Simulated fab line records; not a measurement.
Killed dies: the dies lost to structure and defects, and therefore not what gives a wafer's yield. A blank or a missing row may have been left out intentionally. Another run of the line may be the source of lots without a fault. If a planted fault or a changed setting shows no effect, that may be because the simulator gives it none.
Matching of chambers / flow nandHarc / NHARC_A_STAIRCASE_DESCUM_443 on rieDiel-09 has 4 sister chambers
The step chemistry O2, time 3 s. 20 wafers are shown with their chamber, then 10 later ones without.

WAFERS, EACH WITH ITS CHAMBER
wafer=L074.1; chamber=0; drypumpMotorCurrentA (A)=5.32; rfVppV (V)=56.7; oesProductAu (a.u.)=1.010
wafer=L074.2; chamber=3; drypumpMotorCurrentA (A)=5.33; rfVppV (V)=56.9; oesProductAu (a.u.)=0.988
wafer=L074.6; chamber=3; drypumpMotorCurrentA (A)=5.32; rfVppV (V)=57.1; oesProductAu (a.u.)=1.001
wafer=L076.1; chamber=0; drypumpMotorCurrentA (A)=5.29; rfVppV (V)=57.0; oesProductAu (a.u.)=1.012
wafer=L076.2; chamber=1; drypumpMotorCurrentA (A)=5.42; rfVppV (V)=58.1; oesProductAu (a.u.)=0.998
wafer=L076.6; chamber=1; drypumpMotorCurrentA (A)=5.43; rfVppV (V)=57.9; oesProductAu (a.u.)=0.993
wafer=L078.1; chamber=2; drypumpMotorCurrentA (A)=5.84; rfVppV (V)=58.8; oesProductAu (a.u.)=0.993
wafer=L078.3; chamber=3; drypumpMotorCurrentA (A)=5.36; rfVppV (V)=57.7; oesProductAu (a.u.)=0.995
wafer=L078.6; chamber=0; drypumpMotorCurrentA (A)=5.28; rfVppV (V)=56.8; oesProductAu (a.u.)=1.017
wafer=L080.1; chamber=3; drypumpMotorCurrentA (A)=5.34; rfVppV (V)=57.0; oesProductAu (a.u.)=1.001
wafer=L080.2; chamber=1; drypumpMotorCurrentA (A)=5.43; rfVppV (V)=58.2; oesProductAu (a.u.)=0.997
wafer=L080.5; chamber=2; drypumpMotorCurrentA (A)=5.88; rfVppV (V)=59.2; oesProductAu (a.u.)=0.998
wafer=L082.3; chamber=3; drypumpMotorCurrentA (A)=5.36; rfVppV (V)=57.8; oesProductAu (a.u.)=1.008
wafer=L082.5; chamber=2; drypumpMotorCurrentA (A)=5.83; rfVppV (V)=57.4; oesProductAu (a.u.)=0.994
wafer=L082.6; chamber=3; drypumpMotorCurrentA (A)=5.36; rfVppV (V)=57.6; oesProductAu (a.u.)=0.996
wafer=L085.1; chamber=0; drypumpMotorCurrentA (A)=5.28; rfVppV (V)=58.9; oesProductAu (a.u.)=1.009
wafer=L085.2; chamber=2; drypumpMotorCurrentA (A)=5.90; rfVppV (V)=58.5; oesProductAu (a.u.)=1.004
wafer=L085.4; chamber=3; drypumpMotorCurrentA (A)=5.36; rfVppV (V)=58.0; oesProductAu (a.u.)=1.015
wafer=L086.1; chamber=0; drypumpMotorCurrentA (A)=5.31; rfVppV (V)=57.9; oesProductAu (a.u.)=0.993
wafer=L086.2; chamber=1; drypumpMotorCurrentA (A)=5.41; rfVppV (V)=58.2; oesProductAu (a.u.)=1.002

SIGNATURES (means of the wafers above)
reading=drypumpMotorCurrentA; chamber 0=5.2960; chamber 1=5.4225; chamber 2=5.8625; chamber 3=5.3471; scatter within a chamber=0.0203
reading=rfVppV; chamber 0=57.460; chamber 1=58.100; chamber 2=58.475; chamber 3=57.443; scatter within a chamber=0.636
reading=oesProductAu; chamber 0=1.00820; chamber 1=0.99750; chamber 2=0.99725; chamber 3=1.00057; scatter within a chamber=0.00757
Rule: a wafer's distance from a chamber is the root of the sum, over the readings, of the square of ((its reading less the chamber's mean) divided by the reading's scatter). The wafer belongs to the nearest chamber; if the next one is less than 2 further off, it can't be placed. The scatter: the root of (the sum of the squares of (reading less its chamber's mean) over the shown wafers, divided by (wafers less chambers)).

WAFERS WITHOUT THEIR CHAMBER
wafer=L086.6; drypumpMotorCurrentA (A)=5.31; rfVppV (V)=58.3; oesProductAu (a.u.)=1.001
wafer=L088.2; drypumpMotorCurrentA (A)=5.84; rfVppV (V)=58.2; oesProductAu (a.u.)=0.996
wafer=L088.3; drypumpMotorCurrentA (A)=5.44; rfVppV (V)=58.8; oesProductAu (a.u.)=1.013
wafer=L088.6; drypumpMotorCurrentA (A)=5.43; rfVppV (V)=57.0; oesProductAu (a.u.)=1.004
wafer=L094.2; drypumpMotorCurrentA (A)=5.28; rfVppV (V)=57.5; oesProductAu (a.u.)=1.006
wafer=L094.5; drypumpMotorCurrentA (A)=5.82; rfVppV (V)=57.6; oesProductAu (a.u.)=0.996
wafer=L094.6; drypumpMotorCurrentA (A)=5.35; rfVppV (V)=58.3; oesProductAu (a.u.)=0.993
wafer=L095.1; drypumpMotorCurrentA (A)=5.33; rfVppV (V)=59.2; oesProductAu (a.u.)=0.996
wafer=L095.2; drypumpMotorCurrentA (A)=5.28; rfVppV (V)=59.7; oesProductAu (a.u.)=1.004
wafer=L095.3; drypumpMotorCurrentA (A)=5.86; rfVppV (V)=60.0; oesProductAu (a.u.)=1.001

CHAMBER TAKEN BY EACH
wafer=L086.6; from the rows above=can't be placed: 0 or 3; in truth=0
wafer=L088.2; from the rows above=2; in truth=2
wafer=L088.3; from the rows above=1; in truth=1
wafer=L088.6; from the rows above=1; in truth=1
wafer=L094.2; from the rows above=0; in truth=0
wafer=L094.5; from the rows above=2; in truth=2
wafer=L094.6; from the rows above=can't be placed: 3 or 0 or 1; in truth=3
wafer=L095.1; from the rows above=can't be placed: 3 or 0 or 1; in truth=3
wafer=L095.2; from the rows above=can't be placed: 0 or 3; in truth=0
wafer=L095.3; from the rows above=2; in truth=2
Correct placement for 6 of the 10. Cannot be placed on the basis of these rows: 4; the candidates contain the true chamber in 4. Number placed wrongly: 0.
